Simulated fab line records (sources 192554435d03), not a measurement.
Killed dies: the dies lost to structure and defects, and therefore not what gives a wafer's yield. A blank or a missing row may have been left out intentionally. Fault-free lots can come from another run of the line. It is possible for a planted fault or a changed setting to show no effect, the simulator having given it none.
Lot-split experiment + flow n5Finfet + 7 lots, 21 wafers read, on a route of 1938 steps

== ON THE SPLIT ==
At N5_BEOL_M14_COAT_58 (time 60 s, resist thk 89 nm), the setting spinRpm was moved away from the recipe's 1500 rpm on 12 of the 21 wafers read, by -10.5% to +10.0%. For the rest of the wafers, this setting stayed at what the recipe calls for.

== FROM THE SPLIT TO THE READING: what the file shows between them, 3 steps ==
- N5_BEOL_M14_COAT_04: resist thk 800 nm
- N5_BEOL_M14_EBR_06
- N5_BEOL_M14_DESCUM_15: chemistry O2, time 7.9 s

== THE READING ==
etch.depthNm (the simulator's own value, which no gauge read), in nm, at N5_BEOL_M14_ETCH_59 (etches BARC in N2/H2, target depth 89 nm, overetch 26.7 nm, time 67.9 s). The file gives no usual value for it. Across the 9 wafers here that went through the recipe, the average is 88.98 nm and the standard deviation 0.26 nm.

| wafer  | tool, chamber at the split | spinRpm as run, rpm | against the recipe | etch.depthNm, nm | against lot-mates on the recipe |
|--------|----------------------------|---------------------|--------------------|------------------|---------------------------------|
| L074.1 | lithoTrack-05, 0           | 1650                | +10.0%             | 85.2             | -4.12                           |
| L074.5 | lithoTrack-05, 0           | 1500                | recipe             | 89.19            | -                               |
| L074.6 | lithoTrack-05, 0           | 1500                | recipe             | 89.45            | -                               |
| L083.3 | lithoTrack-03, 0           | 1500                | recipe             | 88.63            | -                               |
| L083.4 | lithoTrack-03, 0           | 1500                | recipe             | 88.76            | -                               |
| L083.5 | lithoTrack-03, 0           | 1500                | recipe             | 88.89            | -                               |
| L090.2 | lithoTrack-01, 0           | 1342                | -10.5%             | 94.06            | no lot-mate on the recipe       |
| L090.3 | lithoTrack-01, 0           | 1342                | -10.5%             | 94.24            | no lot-mate on the recipe       |
| L090.6 | lithoTrack-01, 0           | 1342                | -10.5%             | 94.14            | no lot-mate on the recipe       |
| L095.1 | lithoTrack-01, 0           | 1500                | recipe             | 89.32            | -                               |
| L095.3 | lithoTrack-01, 0           | 1596                | +6.4%              | 86.54            | -2.78                           |
| L095.5 | lithoTrack-01, 0           | 1596                | +6.4%              | 86.72            | -2.60                           |
| L094.1 | lithoTrack-05, 0           | 1407                | -6.2%              | 91.85            | no lot-mate on the recipe       |
| L094.3 | lithoTrack-05, 0           | 1407                | -6.2%              | 92.04            | no lot-mate on the recipe       |
| L094.4 | lithoTrack-05, 0           | 1407                | -6.2%              | 92.04            | no lot-mate on the recipe       |
| L097.1 | lithoTrack-03, 0           | 1623                | +8.2%              | 85.69            | -3.18                           |
| L097.3 | lithoTrack-03, 0           | 1623                | +8.2%              | 85.28            | -3.59                           |
| L097.5 | lithoTrack-03, 0           | 1500                | recipe             | 88.87            | -                               |
| L096.1 | lithoTrack-05, 0           | 1500                | recipe             | 88.88            | -                               |
| L096.2 | lithoTrack-05, 0           | 1403                | -6.5%              | 92.07            | +3.23                           |
| L096.6 | lithoTrack-05, 0           | 1500                | recipe             | 88.79            | -                               |

THE FIT
A straight line over all 21 wafers: etch.depthNm changes by -0.447 nm for each +1% of spinRpm; r = -0.99; the points scatter about the line by 0.31 nm.
The same after taking each lot's own level away (the mean of its wafers on the recipe; 15 wafers): -0.431 nm for each +1%; r = -1.00; scatter 0.17 nm.
The reading moves by 4.5 nm for the largest change in spinRpm, on that fit.
Across the lots, their own levels run from 88.760 to 89.320 nm, a range of 2.1 times the standard deviation given above.
Consequently the slope shifts little with the lot-to-lot level, the two slopes agreeing.
Check: with one of the wafers moved furthest among these (+10.0%) left out of the fit, the line predicts -4.29 nm for it against its lot-mates. It came out at -4.12 nm against them.

== THE WHOLE CHAIN: every reading that the file lists as answering this split, in the file's order ==
| step                | what it does                                                            | reading                                                                         | change (the file's fit)               | r (the file's) |
|---------------------|-------------------------------------------------------------------------|---------------------------------------------------------------------------------|---------------------------------------|----------------|
| N5_BEOL_M14_COAT_58 | time 60 s, resist thk 89 nm                                             | BARC_of_BEOL_M14_COAT_58.thkNm (the simulator's own value, which no gauge read) | -0.427 nm for each +1% of the setting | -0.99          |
| N5_BEOL_M14_ETCH_59 | etches BARC in N2/H2, target depth 89 nm, overetch 26.7 nm, time 67.9 s | etch.depthNm (the simulator's own value, which no gauge read)                   | -0.429 nm for each +1% of the setting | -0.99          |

== THE FILE'S OWN FIT ==
etch.depthNm changes by -0.429 nm for each +1% of spinRpm, r = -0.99.
